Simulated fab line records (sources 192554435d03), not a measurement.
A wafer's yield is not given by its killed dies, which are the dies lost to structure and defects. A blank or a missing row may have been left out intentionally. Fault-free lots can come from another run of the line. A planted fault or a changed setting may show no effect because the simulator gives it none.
Matching of chambers -- flow n5Finfet -- N5_BEOL_M9_CURE_71 on uvCure-01: 3 sister chambers
The step cures SiCOH lowk, time 240 s. 3 wafers are shown with their chamber, then 10 later ones without.

## WAFERS WITH THEIR CHAMBER
wafer,chamber,wafer_temp_C_max
L086.5,2,386.9
L087.4,0,387.1
L089.3,1,387.3

## WAFERS WITH NO CHAMBER GIVEN
wafer,wafer_temp_C_max
L089.4,386.4
L089.2,387.3
L089.5,386.5
L089.6,386.7
L091.2,388.4
L091.5,387.3
L091.6,387.5
L094.2,387.3
L094.3,387.1
L094.5,387.2

## WHICH CHAMBER EACH ONE RAN IN
wafer,from the rows above,in truth
L089.4,can't be placed: 2 or 0 or 1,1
L089.2,can't be placed: 1 or 0 or 2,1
L089.5,can't be placed: 2 or 0 or 1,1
L089.6,can't be placed: 2 or 0 or 1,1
L091.2,can't be placed: 1 or 0 or 2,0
L091.5,can't be placed: 1 or 0 or 2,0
L091.6,can't be placed: 1 or 0 or 2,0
L094.2,can't be placed: 1 or 0 or 2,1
L094.3,can't be placed: 0 or 1 or 2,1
L094.5,can't be placed: 0 or 1 or 2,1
0 of 10 placed correctly. Can't be placed from these rows: 10 (the true chamber is among the candidates in 10). Number placed wrongly: 0.
How it was worked out, from the rows above alone: a wafer's distance from a chamber is the root of the sum, over the readings, of the square of ((its reading less the chamber's mean) divided by the reading's scatter). If the next closest chamber is less than 2 further off than the closest, the wafer can't be placed; otherwise it belongs to the closest. A chamber's mean is the mean of its shown wafers. The scatter: root of mean squared gap, hidden wafer to nearest shown wafer, with one shown wafer a chamber.
